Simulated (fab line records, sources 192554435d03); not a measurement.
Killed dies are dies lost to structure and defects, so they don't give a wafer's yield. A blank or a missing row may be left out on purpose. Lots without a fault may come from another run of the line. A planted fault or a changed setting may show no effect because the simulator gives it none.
One fault seen from 2 desks | flow n5_finfet | each desk has only its own numbers; what lay behind them comes last

THE TOOL OWNER'S DESK: litho_track-01
The tool's own readings at N5_FIN_SAQP_DEVELOP_15 (develop time 30 s): means of the sampled wafers that have a number, for each lot that ran on this tool. A lot is out of limits, marked OUT, if its mean lies more than 4 standard deviations from the usual mean; the brackets give that distance.
Columns: A = chill_plate_temp_C at N5_FIN_SAQP_DEVELOP_15, usual 23.01 C; B = resist_line_temp_C at N5_FIN_SAQP_DEVELOP_15, usual 23.02 C
lot  | first seen here | A     | B
L996 | day 7 09:45     | 22.98 | 22.97
This desk's finding: nothing out of limits on the one lot.

THE METROLOGY DESK
What the gauges read, lot by lot, whatever tool the lot ran on: means of the sampled wafers that have a number. A lot is out of limits, marked OUT, if its mean lies more than 4 standard deviations from the usual mean; the brackets give that distance.
Columns: A = thk_nm at N5_FIN_SAQP_THK_MEAS_07, usual 60.3 nm; B = cd_nm at N5_FIN_SAQP_CD_MEAS_16, usual 35.6 nm
lot  | first seen here | A    | B
L974 | day 1 20:41     | 60.2 | 35.5
L983 | day 4 03:11     | 60.9 | 35.7
L991 | day 6 02:56     | 60.5 | -
L992 | day 6 09:57     | 59.8 | -
L996 | day 7 09:19     | 60.9 | 35.3
L997 | day 7 15:54     | 60.4 | 35.2
This desk's finding: nothing out of limits on any of the 6 lots.

PUT TOGETHER
The tool owner's desk saw nothing out of limits.
The metrology desk saw nothing out of limits.

WHAT THE SIMULATOR HAD PUT IN
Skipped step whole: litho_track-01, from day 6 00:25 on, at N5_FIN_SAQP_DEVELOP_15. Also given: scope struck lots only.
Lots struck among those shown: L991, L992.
